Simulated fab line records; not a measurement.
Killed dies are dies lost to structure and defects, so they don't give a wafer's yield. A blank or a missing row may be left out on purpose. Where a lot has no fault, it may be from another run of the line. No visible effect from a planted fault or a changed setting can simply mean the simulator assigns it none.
Lot-split experiment -- flow n5 finfet -- on a route of 1938 steps: 7 lots, 30 wafers read

ABOUT THE SPLIT
At N5_BEOL_M10_TRENCH_ETCH_37 (etches SiCOH lowk in C4F6/O2, target depth 148.83 nm, time 48 s), the setting time s was moved away from the recipe's 48 s on 13 of the 30 wafers read, by -53.7% to +26.2%. For the rest of the wafers, this setting stayed at what the recipe calls for.

FROM THE SPLIT TO THE READING: what the file shows between them, 11 steps
- N5_BEOL_M10_ETCH_41: etches SiCN in CH3F/O2, target depth 42.6 nm, time 86 s
- N5_BEOL_M10_STRIP_77: strips in N2/H2, time 10 s
- N5_BEOL_M10_OCD_MEAS_38
- N5_BEOL_M10_HM_STRIP_39: strips TiN in peroxide tin strip, target depth 25 nm, time 158 s
- N5_BEOL_M10_SRD_40: time 30 s
- N5_BEOL_M10_ECD_50: material Cu, target thk 318 nm
- N5_BEOL_M10_ANNEAL_51: time 90 s
- N5_BEOL_M10_CMP_52: polishes, stops on SiCOH lowk, t overpolish 7 s, target thk 140 nm
- N5_BEOL_M10_THK_MEAS_53: measures by xrf
- N5_BEOL_M10_PRE_CLEAN_55: time 15 s
- N5_BEOL_M10_DEP_56: deposits SiCN from 3MS/NH3, target thk 15 nm, time 26.5 s

THE READING
M10_RS, in ohm/sq, at N5_BEOL_M10_RS_MEAS_57 (measures by four-point-probe). Typical for fault-free wafers on this fab line: 0.152 ohm/sq, with standard deviation 0.0053 ohm/sq.

wafer,"tool, chamber at the split","time s as run, s",against the recipe,"M10_RS, ohm/sq",against lot-mates on the recipe
L074.1,"rie diel-01, 0",48,recipe,0.158,-
L074.3,"rie diel-01, 2",48,recipe,0.146,-
L074.5,"rie diel-01, 2",48,recipe,0.145,-
L076.1,"rie diel-03, 2",22.23,-53.7%,0.417,+0.272
L076.3,"rie diel-03, 1",48,recipe,0.145,-
L076.6,"rie diel-03, 1",22.23,-53.7%,0.400,+0.255
L075.2,"rie diel-03, 3",48,recipe,0.152,-
L075.4,"rie diel-03, 3",48,recipe,0.150,-
L075.6,"rie diel-03, 2",48,recipe,0.161,-
L082.1,"rie diel-02, 3",38,-20.8%,0.194,+0.049
L082.2,"rie diel-02, 2",48,recipe,0.145,-
L082.3,"rie diel-02, 1",38,-20.8%,0.195,+0.050
L087.1,"rie diel-01, 1",32.98,-31.3%,0.244,+0.094
L087.2,"rie diel-01, 0",32.98,-31.3%,0.249,+0.099
L087.3,"rie diel-01, 2",48,recipe,0.147,-
L087.4,"rie diel-01, 3",48,recipe,0.148,-
L087.5,"rie diel-01, 1",48,recipe,0.154,-
L087.6,"rie diel-01, 2",32.98,-31.3%,0.232,+0.082
L093.1,"rie diel-03, 1",60.57,+26.2%,0.113,-0.041
L093.2,"rie diel-03, 0",48,recipe,0.153,-
L093.3,"rie diel-03, 2",48,recipe,0.161,-
L093.4,"rie diel-03, 3",48,recipe,0.148,-
L093.5,"rie diel-03, 1",60.57,+26.2%,0.113,-0.041
L093.6,"rie diel-03, 0",60.57,+26.2%,0.115,-0.039
L091.1,"rie diel-03, 2",48,recipe,0.162,-
L091.2,"rie diel-03, 3",59.83,+24.6%,0.116,-0.039
L091.3,"rie diel-03, 1",48,recipe,0.150,-
L091.4,"rie diel-03, 0",59.83,+24.6%,0.121,-0.034
L091.5,"rie diel-03, 0",59.83,+24.6%,0.118,-0.037
L091.6,"rie diel-03, 3",48,recipe,0.153,-

FIT RESULTS
A straight line over all 30 wafers: M10_RS changes by -0.00313 ohm/sq for each +1% of time s; r = -0.92; the points scatter about the line by 0.03 ohm/sq.
The same after taking each lot's own level away (the mean of its wafers on the recipe; 30 wafers): -0.00325 ohm/sq for each +1%; r = -0.92; scatter 0.03 ohm/sq.
The reading moves by 0.17 ohm/sq for the largest change in time s, on that fit.
From 0.1450 to 0.1550 ohm/sq: that is the span of the lots' own levels, equal to 1.9 times the standard deviation above.
The two slopes agree, so the slope changes little with the lot-to-lot level.
Check: with one of the wafers moved furthest among these (-53.7%) left out of the fit, the line predicts +0.162 ohm/sq for it against its lot-mates. Against them it came out at +0.272 ohm/sq.

ADDITIONAL SPLITS CARRIED BY THESE WAFERS
Other splits were also applied to these wafers ahead of the reading. Each is held against what the fit with the lots' levels taken away leaves over:
other split on the same wafers,wafers away from the commonest value,r with M10_RS (lot level and that fit taken away)
N5_BEOL_M5_ILD_DEP_00 time s,10,+0.06
N5_BEOL_M8_PECVD_70 time s,12,+0.24

THE WHOLE CHAIN: every reading that the file lists as answering this split, in the file's order
step,what it does,reading,change (the file's fit),r (the file's)
N5_BEOL_M10_TRENCH_ETCH_37,"etches SiCOH lowk in C4F6/O2, target depth 148.83 nm, time 48 s","etch.depth nm (the simulator's own value, which no gauge read)",+1.52 nm for each +1% of the setting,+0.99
N5_BEOL_M10_TRENCH_ETCH_37,"etches SiCOH lowk in C4F6/O2, target depth 148.83 nm, time 48 s","BEOL_M10.feature depth nm (the simulator's own value, which no gauge read)",+1.52 nm for each +1% of the setting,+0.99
N5_BEOL_M10_TRENCH_ETCH_37,"etches SiCOH lowk in C4F6/O2, target depth 148.83 nm, time 48 s","TiN_of_BEOL_M10_HM_DEP_02.thk nm (the simulator's own value, which no gauge read)",-0.0394 nm for each +1% of the setting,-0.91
N5_BEOL_M10_OCD_MEAS_38,,trench depth nm,+1.59 nm for each +1% of the setting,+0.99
N5_BEOL_M10_CMP_52,"polishes, stops on SiCOH lowk, t overpolish 7 s, target thk 140 nm","Cu_of_BEOL_M10_ECD_50.thk nm (the simulator's own value, which no gauge read)",+1.54 nm for each +1% of the setting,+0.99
N5_BEOL_M10_THK_MEAS_53,measures by xrf,M10_THK,+1.59 for each +1% of the setting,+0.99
N5_BEOL_M10_RS_MEAS_57,measures by four-point-probe,M10_RS,-0.00309 for each +1% of the setting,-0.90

THE FILE'S OWN FIT
M10_RS changes by -0.00309 ohm/sq for each +1% of time s, r = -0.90.
